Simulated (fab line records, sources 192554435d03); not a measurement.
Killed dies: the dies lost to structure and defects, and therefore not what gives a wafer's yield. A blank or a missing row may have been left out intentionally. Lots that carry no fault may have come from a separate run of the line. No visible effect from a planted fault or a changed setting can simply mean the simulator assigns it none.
Which of the tools did it?	flow n5Finfet	24 lots with 72 wafers sampled at 6 steps, on a route of 1938 steps

## WHAT THE GAUGES READ, wafer by wafer
N5_HKMG_FIN_CD_MEAS_49: target cd 202 nm. Usual: cdNm at 202.0 nm, with a standard deviation of 0.67.
lot	measured	on	cdNm (nm)	flag
L074	day 4 03:32	cdSem-01	201.9 202.5 202.7	
L075	day 4 13:52	cdSem-03	201.9 201.4 201.3	
L076	day 4 16:20	cdSem-02	203.0 202.1 202.0	
L077	day 4 20:09	cdSem-02	202.0 203.2 203.0	
L078	day 5 02:38	cdSem-01	201.4 201.9 201.1	
L079	day 5 09:46	cdSem-01	201.7 202.3 201.9	
L080	day 5 12:25	cdSem-02	201.7 202.2 201.3	
L081	day 5 19:16	cdSem-01	202.1 201.3 201.3	
L082	day 6 01:22	cdSem-03	202.8 203.3 203.9	
L083	day 6 06:28	cdSem-02	201.9 202.4 202.2	
L084	day 6 14:29	cdSem-01	201.5 202.6 201.9	
L085	day 6 17:01	cdSem-02	201.9 203.1 202.5	
L086	day 6 22:04	cdSem-01	200.7 201.9 201.9	
L087	day 7 06:18	cdSem-02	202.6 202.9 202.3	
L088	day 7 12:22	cdSem-01	201.3 201.2 201.2	
L089	day 7 17:32	cdSem-01	202.5 201.3 200.9	
L090	day 8 03:25	cdSem-01	202.4 202.1 201.7	
L091	day 8 04:40	cdSem-01	204.0 202.4 203.4	
L092	day 8 12:28	cdSem-02	201.4 202.3 200.8	
L093	day 8 19:29	cdSem-01	202.1 201.9 201.5	
L094	day 8 23:20	cdSem-01	201.4 201.2 201.2	
L095	day 9 05:55	cdSem-03	201.7 202.2 202.7	
L096	day 9 12:55	cdSem-02	201.6 201.8 201.2	
L097	day 9 19:01	cdSem-02	202.4 202.2 202.3	

N5_MOL_CONTACT_COAG_INSPECT_10: inspects for defects (brightfield). Usual: rawDefectCount at 78, with a standard deviation of 35.
lot	measured	on	rawDefectCount	flag
L074	day 4 20:13	defectInspect-01	62 62 44	
L075	day 5 07:17	defectInspect-01	62 55 62	
L076	day 5 08:38	defectInspect-02	34 29 71	
L077	day 5 12:38	defectInspect-02	85 119 95	
L078	day 5 18:30	defectInspect-01	32 39 26	
L079	day 6 01:33	defectInspect-02	161 131 105	
L080	day 6 04:25	defectInspect-02	70 60 53	
L081	day 6 11:25	defectInspect-01	44 56 46	
L082	day 6 17:25	defectInspect-02	86 55 66	
L083	day 6 22:34	defectInspect-02	55 38 97	
L084	day 7 06:59	defectInspect-01	76 69 106	
L085	day 7 08:41	defectInspect-01	40 43 53	
L086	day 7 13:34	defectInspect-01	70 67 76	
L087	day 7 23:13	defectInspect-01	173 109 98	
L088	day 8 05:04	defectInspect-02	50 69 87	
L089	day 8 10:01	defectInspect-01	60 69 47	
L090	day 8 20:01	defectInspect-01	75 134 118	
L091	day 8 22:20	defectInspect-02	98 131 59	
L092	day 9 04:15	defectInspect-01	89 58 75	
L093	day 9 11:07	defectInspect-02	73 53 47	
L094	day 9 22:35	defectInspect-01	98 68 28	
L095	day 9 23:27	defectInspect-01	62 90 99	
L096	day 10 05:26	defectInspect-02	173 110 135	
L097	day 10 11:32	defectInspect-01	62 71 150	

## WHAT TOOL EACH LOT RAN ON (gives the tool, then ch and the chambers of the sampled wafers, and finally the start)
lot	N5_SDB_ETCH_18	N5_SDB_ETCH_25	N5_HKMG_FIN_STRIP_19	N5_GATE_CUT_CMP_61
L074	rieDiel-01 ch 0,2, day 3 21:19	rieDiel-06 ch 1,3, day 3 21:47	plasmaAsher-01 ch 0,1, day 4 07:58	cmp-03 ch 1,2,3, day 4 19:29
L075	rieDiel-06 ch 1,3, day 4 08:34	rieDiel-06 ch 0,2, day 4 09:01	plasmaAsher-02 ch 0,1, day 4 17:54	cmp-02 ch 1,3, day 5 06:26
L076	rieDiel-05 ch 0,3, day 4 10:37	rieDiel-06 ch 1,2,3, day 4 11:04	plasmaAsher-02 ch 0,1, day 4 20:48	cmp-03 ch 2,3, day 5 07:55
L077	rieDiel-06 ch 1,2,3, day 4 14:37	rieDiel-06 ch 1,2,3, day 4 15:05	plasmaAsher-01 ch 0,1, day 5 00:34	cmp-03 ch 1,2, day 5 11:53
L078	rieDiel-01 ch 0,2,3, day 4 21:18	rieDiel-05 ch 1,2,3, day 4 21:46	plasmaAsher-02 ch 0,1, day 5 07:01	cmp-02 ch 1,2,3, day 5 17:55
L079	rieDiel-01 ch 0,2,3, day 5 03:26	rieDiel-01 ch 0,1,3, day 5 04:07	plasmaAsher-02 ch 0,1, day 5 14:11	cmp-01 ch 0,1,3, day 6 00:56
L080	rieDiel-06 ch 0,2,3, day 5 05:14	rieDiel-06 ch 0,1,3, day 5 05:41	plasmaAsher-01 ch 0,1, day 5 16:40	cmp-02 ch 1,2,3, day 6 03:49
L081	rieDiel-01 ch 1,2, day 5 13:46	rieDiel-06 ch 0,1,2, day 5 14:14	plasmaAsher-02 ch 0,1, day 5 23:51	cmp-03 ch 0,1,3, day 6 10:46
L082	rieDiel-05 ch 1,2,3, day 5 19:40	rieDiel-01 ch 2,3, day 5 20:18	plasmaAsher-01 ch 0,1, day 6 05:39	cmp-03 ch 0,1,3, day 6 16:53
L083	rieDiel-06 ch 0,2,3, day 6 01:03	rieDiel-06 ch 0,3, day 6 01:31	plasmaAsher-02 ch 0,1, day 6 10:51	cmp-01 ch 1,2, day 6 21:49
L084	rieDiel-05 ch 1,2,3, day 6 08:40	rieDiel-05 ch 1,2, day 6 09:07	plasmaAsher-01 ch 0,1, day 6 18:39	cmp-03 ch 1,2, day 7 06:15
L085	rieDiel-05 ch 0,2, day 6 11:41	rieDiel-05 ch 0,1,2, day 6 12:09	plasmaAsher-02 ch 0,1, day 6 21:05	cmp-01 ch 1,3, day 7 07:58
L086	rieDiel-01 ch 0,1,3, day 6 16:39	rieDiel-05 ch 2,3, day 6 17:07	plasmaAsher-02 ch 0,1, day 7 02:04	cmp-03 ch 2,3, day 7 12:58
L087	rieDiel-06 ch 0,1,3, day 7 01:04	rieDiel-05 ch 0,2, day 7 01:34	plasmaAsher-01 ch 0,1, day 7 11:39	cmp-02 ch 1,3, day 7 22:37
L088	rieDiel-01 ch 2,3, day 7 05:52	rieDiel-01 ch 0,1, day 7 07:19	plasmaAsher-01 ch 0,1, day 7 16:49	cmp-02 ch 1,2, day 8 04:19
L089	rieDiel-06 ch 0,3, day 7 11:38	rieDiel-01 ch 0,2,3, day 7 12:21	plasmaAsher-01 ch 0,1, day 7 22:14	cmp-01 ch 1,2,3, day 8 09:27
L090	rieDiel-06 ch 0,1, day 7 22:02	rieDiel-01 ch 0,2,3, day 7 22:41	plasmaAsher-01 ch 0,1, day 8 07:50	cmp-03 ch 1,2, day 8 19:23
L091	rieDiel-05 ch 1,2, day 7 23:22	rieDiel-01 ch 0,1, day 7 23:49	plasmaAsher-02 ch 0,1, day 8 09:36	cmp-02 ch 0,2,3, day 8 21:47
L092	rieDiel-06 ch 0,2,3, day 8 07:16	rieDiel-06 ch 0,1,2, day 8 07:44	plasmaAsher-01 ch 0,1, day 8 16:24	cmp-03 ch 0,1,3, day 9 03:38
L093	rieDiel-06 ch 1,3, day 8 14:05	rieDiel-05 ch 1,2,3, day 8 14:32	plasmaAsher-01 ch 0,1, day 8 23:32	cmp-02 ch 0,1,2, day 9 10:29
L094	rieDiel-06 ch 0,1,3, day 8 17:11	rieDiel-06 ch 0,2,3, day 8 18:01	plasmaAsher-02 ch 0,1, day 9 03:34	cmp-02 ch 0,1,3, day 9 21:56
L095	rieDiel-05 ch 1,2,3, day 9 00:43	rieDiel-05 ch 0,2,3, day 9 01:10	plasmaAsher-02 ch 1, day 9 10:40	cmp-01 ch 0,1,2, day 9 22:52
L096	rieDiel-05 ch 1,3, day 9 07:42	rieDiel-01 ch 0,1, day 9 08:11	plasmaAsher-02 ch 0,1, day 9 17:45	cmp-01 ch 0,2, day 10 04:41
L097	rieDiel-01 ch 0,2, day 9 13:50	rieDiel-05 ch 1,3, day 9 14:17	plasmaAsher-01 ch 0,1, day 9 23:46	cmp-03 ch 1,2, day 10 10:47
- N5_SDB_ETCH_18: etches SOC in N2/H2, target depth 100 nm, overetch 20 nm, time 150 s.
- N5_SDB_ETCH_25: etches SiO2 in C4F6/O2, target depth 10 nm, time 3.3 s.
- N5_HKMG_FIN_STRIP_19: strips in N2/H2, time 360 s.
- N5_GATE_CUT_CMP_61: polishes, stops on SiNx, t overpolish 3 s.

## WHAT THE TOOLS THEMSELVES READ (means of the sampled wafers that have a number; where no wafer has one, the mark that the record gives instead)
N5_SDB_ETCH_18. Usual: drypumpMotorCurrentA 5.7 A, standard deviation 0.56; h2FlowSccm 200.0 sccm, standard deviation 0.65; oesProductAu 0.67 a.u., standard deviation 0.061; rfVppV 522.9 V, standard deviation 2.1; showerheadPlenumPTorr 2.51 Torr, standard deviation 0.067; throttleValvePct 17.87 %, standard deviation 0.28.
lot	tool	drypumpMotorCurrentA (A)	h2FlowSccm (sccm)	oesProductAu (a.u.)	rfVppV (V)	showerheadPlenumPTorr (Torr)	throttleValvePct (%)	flag
L074	rieDiel-01	5.9	200.2	0.79	524.4	2.55	17.40	
L075	rieDiel-06	5.3	200.9	0.66	520.4	2.45	18.18	
L076	rieDiel-05	6.1	200.2	0.77	523.3	2.54	17.68	
L077	rieDiel-06	5.6	199.9	0.66	521.4	2.44	18.04	
L078	rieDiel-01	5.5	199.8	0.73	523.8	2.53	17.68	
L079	rieDiel-01	5.6	200.2	0.72	523.8	2.53	17.70	
L080	rieDiel-06	5.9	199.9	0.66	521.8	2.47	17.94	
L081	rieDiel-01	6.0	200.4	0.75	524.9	2.57	17.39	
L082	rieDiel-05	5.8	199.9	0.63	525.3	2.59	17.95	
L083	rieDiel-06	5.9	200.2	0.65	522.6	2.46	17.96	
L084	rieDiel-05	5.8	200.5	0.63	524.4	2.58	17.96	
L085	rieDiel-05	5.7	199.6	0.68	524.7	2.58	17.71	
L086	rieDiel-01	5.1	200.0	0.68	522.7	2.51	17.91	
L087	rieDiel-06	5.3	199.7	0.67	521.1	2.48	18.03	
L088	rieDiel-01	6.1	200.2	0.71	524.4	2.55	17.51	
L089	rieDiel-06	5.5	199.7	0.67	522.9	2.51	17.94	
L090	rieDiel-06	5.1	199.4	0.68	521.9	2.47	17.96	
L091	rieDiel-05	5.7	199.7	0.62	524.2	2.54	17.90	
L092	rieDiel-06	5.9	199.8	0.63	521.2	2.46	17.99	
L093	rieDiel-06	5.1	200.6	0.65	521.3	2.44	18.16	
L094	rieDiel-06	5.3	199.5	0.66	521.8	2.47	18.05	
L095	rieDiel-05	5.8	199.9	0.62	524.4	2.58	17.99	
L096	rieDiel-05	6.0	200.3	0.64	524.8	2.58	18.09	
L097	rieDiel-01	5.4	199.9	0.72	522.3	2.49	17.71	

N5_SDB_ETCH_25. Usual: drypumpMotorCurrentA 5.6 A, standard deviation 0.55; oesProductAu 0.75 a.u., standard deviation 0.071; rfVppV 668 V, standard deviation 8.9; showerheadPlenumPTorr 2.82 Torr, standard deviation 0.076; throttleValvePct 21.22 %, standard deviation 0.24.
lot	tool	drypumpMotorCurrentA (A)	oesProductAu (a.u.)	rfVppV (V)	showerheadPlenumPTorr (Torr)	throttleValvePct (%)	flag
L074	rieDiel-06	5.1	0.77	662	2.77	21.51	
L075	rieDiel-06	5.9	0.77	664	2.83	21.24	
L076	rieDiel-06	5.7	0.73	664	2.74	21.36	
L077	rieDiel-06	5.6	0.73	663	2.74	21.37	
L078	rieDiel-05	5.8	0.71	674	2.90	21.29	
L079	rieDiel-01	5.1	0.76	675	2.80	21.10	
L080	rieDiel-06	5.3	0.77	666	2.80	21.45	
L081	rieDiel-06	5.7	0.76	660	2.79	21.35	
L082	rieDiel-01	5.6	0.75	672	2.84	21.04	
L083	rieDiel-06	5.5	0.73	673	2.78	21.39	
L084	rieDiel-05	5.7	0.70	673	2.86	21.26	
L085	rieDiel-05	5.8	0.76	670	2.85	21.06	
L086	rieDiel-05	5.7	0.69	679	2.93	21.19	
L087	rieDiel-05	5.7	0.74	675	2.88	20.96	
L088	rieDiel-01	5.0	0.80	672	2.78	21.14	
L089	rieDiel-01	5.6	0.79	671	2.82	21.06	
L090	rieDiel-01	5.5	0.77	671	2.82	21.08	
L091	rieDiel-01	5.0	0.79	672	2.78	21.13	
L092	rieDiel-06	5.7	0.73	660	2.78	21.37	
L093	rieDiel-05	5.8	0.69	674	2.89	21.33	
L094	rieDiel-06	5.9	0.70	666	2.76	21.32	
L095	rieDiel-05	5.9	0.75	671	2.88	21.15	
L096	rieDiel-01	5.0	0.76	670	2.79	21.12	
L097	rieDiel-05	6.0	0.71	671	2.89	21.51	

N5_HKMG_FIN_STRIP_19. Usual: drypumpMotorCurrentA 5.59 A, standard deviation 0.24; h2FlowSccm 3251 sccm, standard deviation 10; heaterPowerW 464 W, standard deviation 26.
lot	tool	drypumpMotorCurrentA (A)	h2FlowSccm (sccm)	heaterPowerW (W)	flag
L074	plasmaAsher-01	5.54	3253	474	
L075	plasmaAsher-02	5.62	3249	459	
L076	plasmaAsher-02	5.49	3253	470	
L077	plasmaAsher-01	5.71	3250	459	
L078	plasmaAsher-02	5.64	3262	457	
L079	plasmaAsher-02	5.62	3246	446	
L080	plasmaAsher-01	5.70	3245	455	
L081	plasmaAsher-02	5.51	3256	471	
L082	plasmaAsher-01	5.53	3250	479	
L083	plasmaAsher-02	5.48	3245	465	
L084	plasmaAsher-01	5.54	3258	475	
L085	plasmaAsher-02	5.63	3257	455	
L086	plasmaAsher-02	5.66	3250	459	
L087	plasmaAsher-01	5.52	3257	471	
L088	plasmaAsher-01	5.52	3248	468	
L089	plasmaAsher-01	5.52	3264	479	
L090	plasmaAsher-01	5.72	3261	452	
L091	plasmaAsher-02	5.65	3246	455	
L092	plasmaAsher-01	5.54	3248	480	
L093	plasmaAsher-01	5.55	3260	488	
L094	plasmaAsher-02	5.63	3248	455	
L095	plasmaAsher-02	5.79	3239	446	
L096	plasmaAsher-02	5.65	3246	459	
L097	plasmaAsher-01	5.53	3249	474	

N5_GATE_CUT_CMP_61. Usual: motorCurrentA 11.6 A, standard deviation 1.4; retainingRingPressureFrac 1.001, standard deviation 0.0049.
lot	tool	motorCurrentA (A)	retainingRingPressureFrac	flag
L074	cmp-03	10.8	0.998	
L075	cmp-02	10.7	1.003	
L076	cmp-03	11.0	1.001	
L077	cmp-03	11.0	1.002	
L078	cmp-02	10.7	1.000	
L079	cmp-01	12.3	0.999	
L080	cmp-02	10.4	1.005	
L081	cmp-03	11.8	0.997	
L082	cmp-03	11.5	0.997	
L083	cmp-01	13.4	0.995	
L084	cmp-03	11.0	1.000	
L085	cmp-01	12.9	1.003	
L086	cmp-03	11.0	0.997	
L087	cmp-02	10.5	1.003	
L088	cmp-02	10.5	1.001	
L089	cmp-01	13.6	1.003	
L090	cmp-03	11.0	1.009	
L091	cmp-02	11.0	1.000	
L092	cmp-03	12.1	1.002	
L093	cmp-02	10.8	1.002	
L094	cmp-02	10.9	0.998	
L095	cmp-01	12.4	1.002	
L096	cmp-01	13.3	1.000	
L097	cmp-03	10.4	1.004	

## THE ANSWER, worked out from the rows above alone
Rule: a lot counts as off when the mean over its wafers that have a number is more than 3 standard deviations away from the usual mean. A lot without any number at a reading at which 4 lots or more have one is off too. Any other lot the step has rows for is counted as sound. The gauges are gone through in route order, then the tools' own readings, and for those a lot's mean is taken as printed above. The first step at which some lot is off is used, and at that step the reading that is off furthest; a lot without a number counts as furthest.
None of the lots is off at any reading shown; this tells nothing.

## WHAT WAS PUT IN BY THE SIMULATOR
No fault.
